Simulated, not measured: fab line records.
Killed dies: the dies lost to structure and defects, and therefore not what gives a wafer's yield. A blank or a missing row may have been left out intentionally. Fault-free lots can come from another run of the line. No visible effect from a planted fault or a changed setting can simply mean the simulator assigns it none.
The tool behind it: which one?	flow n5 finfet	13 lots, 38 wafers sampled, at 4 steps of a route of 1938

WHAT THE GAUGES READ, wafer by wafer
N5_SD_EPI_N_CD_MEAS_09: the cd target is 120 nm. Usual: 120.0 nm for cd nm, sd 0.73.
lot	measured	on	cd nm (nm)	flag
L811	day 3 01:10	cd sem-01	120.8 121.3 120.4	
L813	day 3 13:14	cd sem-01	120.4 119.3 119.7	
L814	day 3 20:44	cd sem-01	119.3 120.4 119.4	
L816	day 4 06:46	cd sem-03	120.4 120.2 120.6	
L820	day 5 08:18	cd sem-02	119.8 118.9 119.7	
L824	day 6 07:59	cd sem-01	118.8 119.7 119.1	
L826	day 6 18:20	cd sem-02	119.7 119.1 119.9	
L827	day 7 00:19	cd sem-02	120.2 119.4 120.9	
L828	day 7 07:20	cd sem-01	120.7 120.2 120.1	
L831	day 8 02:43	cd sem-01	120.0 119.7 119.4	
L832	day 8 06:47	cd sem-01	120.1 121.5 120.2	
L833	day 8 12:04	cd sem-01	119.8 120.3	
L834	day 8 21:32	cd sem-01	118.9 119.6 120.1	

N5_SD_EPI_N_OVL_MEAS_10. Usual: SD_N_BLK_OVL gives 0.2 nm (standard deviation 0.89).
lot	measured	on	SD_N_BLK_OVL (nm)	flag
L811	day 3 01:11	overlay-01	-0.1 1.1 0.2	
L813	day 3 13:16	overlay-01	-1.3 -0.9 -0.6	
L814	day 3 20:46	overlay-02	0.1 1.1 0.0	
L816	day 4 06:48	overlay-02	1.2 0.5 2.4	
L820	day 5 08:20	overlay-01	-0.3 -0.8 -1.1	
L824	day 6 08:01	overlay-01	-0.3 -0.3 -0.7	
L826	day 6 18:22	overlay-02	0.6 2.6 2.0	
L827	day 7 00:20	overlay-02	-0.8 0.2 -0.2	
L828	day 7 07:22	overlay-01	0.1 0.1 -0.7	
L831	day 8 02:45	overlay-02	0.4 -0.3 0.1	
L832	day 8 06:49	overlay-01	0.5 -0.8 0.1	
L833	day 8 12:05	overlay-01	2.0 1.3	
L834	day 8 21:34	overlay-01	0.1 -1.6 -1.6	

WHAT TOOL EACH LOT RAN ON (gives the tool, then ch and the chambers of the sampled wafers, and finally the start)
lot	N5_SPACER0_ALD_07	N5_SPACER0_ALD_00
L811	ald sin-01 ch 1,2,3, day 3 00:12	ald sin-01 ch 1,2,3, day 3 00:21
L813	ald sin-03 ch 0,1,3, day 3 12:23	ald sin-03 ch 0,1,3, day 3 12:32
L814	ald sin-03 ch 1,2,3, day 3 19:46	ald sin-03 ch 1,2,3, day 3 19:55
L816	ald sin-03 ch 1,2,3, day 4 05:48	ald sin-03 ch 1,2,3, day 4 05:57
L820	ald sin-03 ch 2,3, day 5 07:20	ald sin-03 ch 2,3, day 5 07:29
L824	ald sin-01 ch 0,1, day 6 07:01	ald sin-01 ch 0,1, day 6 07:10
L826	ald sin-01 ch 0,1,3, day 6 17:22	ald sin-01 ch 0,1,3, day 6 17:32
L827	ald sin-02 ch 1,2,3, day 6 23:28	ald sin-02 ch 1,2,3, day 6 23:37
L828	ald sin-01 ch 1,2, day 7 06:30	ald sin-01 ch 1,2, day 7 06:40
L831	ald sin-02 ch 1,2,3, day 8 01:45	ald sin-02 ch 1,2,3, day 8 01:54
L832	ald sin-02 ch 0,1,3, day 8 05:57	ald sin-02 ch 0,1,3, day 8 06:06
L833	ald sin-03 ch 0,2, day 8 11:13	ald sin-03 ch 0,2, day 8 11:22
L834	ald sin-02 ch 1,2, day 8 20:34	ald sin-02 ch 1,2, day 8 20:44
- N5_SPACER0_ALD_07: deposits SiNx, target thk 2 nm.
- N5_SPACER0_ALD_00: deposits SiOCN, target thk 3.5 nm, pulse time 3 s, purge time 2 s.

WHAT THE TOOLS THEMSELVES READ (means of the sampled wafers that have a number; where no wafer has one, the mark that the record gives instead)
N5_SPACER0_ALD_07. Usual: heater power outer w 534 W, standard deviation 71; heater power w 862 W, standard deviation 93.
lot	tool	heater power outer w (W)	heater power w (W)	flag
L811	ald sin-01	524	813	
L813	ald sin-03	520	782	
L814	ald sin-03	523	810	
L816	ald sin-03	520	812	
L820	ald sin-03	522	816	
L824	ald sin-01	499	832	
L826	ald sin-01	535	846	
L827	ald sin-02	549	944	
L828	ald sin-01	468	763	
L831	ald sin-02	541	919	
L832	ald sin-02	565	936	
L833	ald sin-03	592	930	
L834	ald sin-02	460	870	

N5_SPACER0_ALD_00. Usual: heater power outer w 533 W, standard deviation 71; heater power w 863 W, standard deviation 89; precursor pulse height rel 0.999, standard deviation 0.02.
lot	tool	heater power outer w (W)	heater power w (W)	precursor pulse height rel	flag
L811	ald sin-01	526	826	0.998	
L813	ald sin-03	523	801	0.998	
L814	ald sin-03	525	811	0.982	
L816	ald sin-03	526	818	1.002	
L820	ald sin-03	511	813	0.992	
L824	ald sin-01	491	830	0.998	
L826	ald sin-01	537	856	1.013	
L827	ald sin-02	550	942	0.998	
L828	ald sin-01	463	764	1.008	
L831	ald sin-02	550	941	1.005	
L832	ald sin-02	574	935	0.999	
L833	ald sin-03	614	932	1.014	
L834	ald sin-02	462	870	1.003	

THE ANSWER, worked out from the rows above alone
Rule: take the mean of a lot's wafers that have a number; if it is more than 3 standard deviations from the usual mean, the lot is off. A lot without any number at a reading at which 4 lots or more have one is off too. Any other lot the step has rows for is counted as sound. After the gauges, taken in route order, come the tools' own readings; for these a lot's mean is taken, as printed above. The first step at which some lot is off is used, and at that step the reading that is off furthest; a lot without a number counts as furthest.
Nothing can be told from this: no lot is off at any reading shown.

WHAT THE SIMULATOR PUT IN
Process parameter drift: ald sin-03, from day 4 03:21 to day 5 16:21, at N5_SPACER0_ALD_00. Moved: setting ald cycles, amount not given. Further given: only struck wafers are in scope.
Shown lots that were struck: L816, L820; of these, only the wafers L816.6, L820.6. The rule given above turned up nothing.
